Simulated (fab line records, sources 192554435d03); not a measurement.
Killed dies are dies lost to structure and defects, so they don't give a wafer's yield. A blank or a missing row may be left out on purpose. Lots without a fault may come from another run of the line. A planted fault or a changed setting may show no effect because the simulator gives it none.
A struck lot beside a sound one | flow n5_finfet | 14 steps out of a route of 1938
Sound: wafers L515.3, L515.5, L515.6. Struck: wafers L510.1, L510.2, L510.4. The cause comes at the end.
At each step with rows: each side's tool, then ch and its chambers, then its first start. Under that, the readings that differ: sound wafers | struck wafers | difference of the means | sigmas: that difference in standard deviations of wafers without a fault.
alike: readings whose means differ by less than 2 such deviations, and words and numbers that are the same on both sides. not compared: withheld readings, readings that some wafer has no value for, bounds like >300 that may hide the same value, and numbers for which the record gives no deviation and whose values overlap.
The two part at a step that has a row with sigmas, a row that says differs or no value, or rows on one side only. Numbers that don't overlap but have no deviation are shown without sigmas and don't part them. A reading that every wafer of one side lacks parts them only if that side has two wafers or more.

N5_BEOL_M13_ETCH_59: etches BARC in N2/H2, target depth 89 nm, overetch 26.7 nm, time 67.9 s.
  sound on rie_diel-05 ch 0,3, day 14 04:46; struck on rie_diel-05 ch 0,1,3, day 13 02:23
  alike: drypump_motor_current_A, oes_product_au, rf_vpp_V, showerhead_plenum_p_Torr, throttle_valve_pct
  not compared: rf_hours_counter_h
N5_BEOL_M13_VIA_ETCH_16: etches SiOC in C4F8/O2/Ar, target depth 921.7 nm.
  sound on rie_diel-05 ch 0,3, day 14 04:49; struck on rie_diel-05 ch 0,1,3, day 13 02:26
  alike: C4F8_flow_sccm, drypump_motor_current_A, he_outer_torr, mfc_ar_sccm, oes_product_au, rf_vpp_V, showerhead_plenum_p_Torr, throttle_valve_pct
N5_BEOL_M13_STRIP_63: strips in N2/H2.
  sound on plasma_asher-01 ch 0,1, day 14 05:05; struck on plasma_asher-01 ch 0,1, day 13 02:41
  alike: drypump_motor_current_A, heater_power_w, oes_product_au, strip_time_to_endpoint_s
  not compared: rf_hours_counter_h
N5_BEOL_M13_STRIP_64: strips in N2/H2.
  sound on plasma_asher-01 ch 0,1, day 14 05:08; struck on plasma_asher-01 ch 0,1, day 13 02:44
  alike: drypump_motor_current_A, heater_power_w, oes_product_au, strip_time_to_endpoint_s
  not compared: rf_hours_counter_h
then, 2 steps without rows for these wafers: N5_BEOL_M13_STRIP_71 (strips in post etch residue remover, time 60 s); N5_BEOL_M13_SRD_72 (time 30 s, dry time 30 s).
N5_BEOL_M13_CD_MEAS_17: target cd 190 nm.
  sound on cd_sem-02, day 14 05:16; struck on cd_sem-02, day 13 02:53
  alike: cd_nm
then, 5 steps without rows for these wafers: N5_BEOL_M13_COAT_65 (time 60 s, resist thk 350 nm); N5_BEOL_M13_COAT_66 (time 60 s, resist thk 110 nm); N5_BEOL_M13_COAT_22 (resist thk 300 nm); N5_BEOL_M13_EBR_24; N5_BEOL_M13_SOFTBAKE_23 (time 60 s).
N5_BEOL_M13_EXPOSE_25: exposes mask M13, target cd 210 nm.
  sound on krf_scanner-01 ch 0, day 14 05:33; struck on krf_scanner-01, day 13 03:02
  no value came back on the struck wafers for exposure_dose_mJ_cm2, focus_offset_nm (nm); on the sound wafers exposure_dose_mJ_cm2 reads 22.002 22.018 21.993
  alike: mask
then, 1 step without rows for these wafers: N5_BEOL_M13_PEB_26 (peb time 90 s).

WHERE THEY PART
Only at N5_BEOL_M13_EXPOSE_25, within this record.

WHY: what the simulator had put in
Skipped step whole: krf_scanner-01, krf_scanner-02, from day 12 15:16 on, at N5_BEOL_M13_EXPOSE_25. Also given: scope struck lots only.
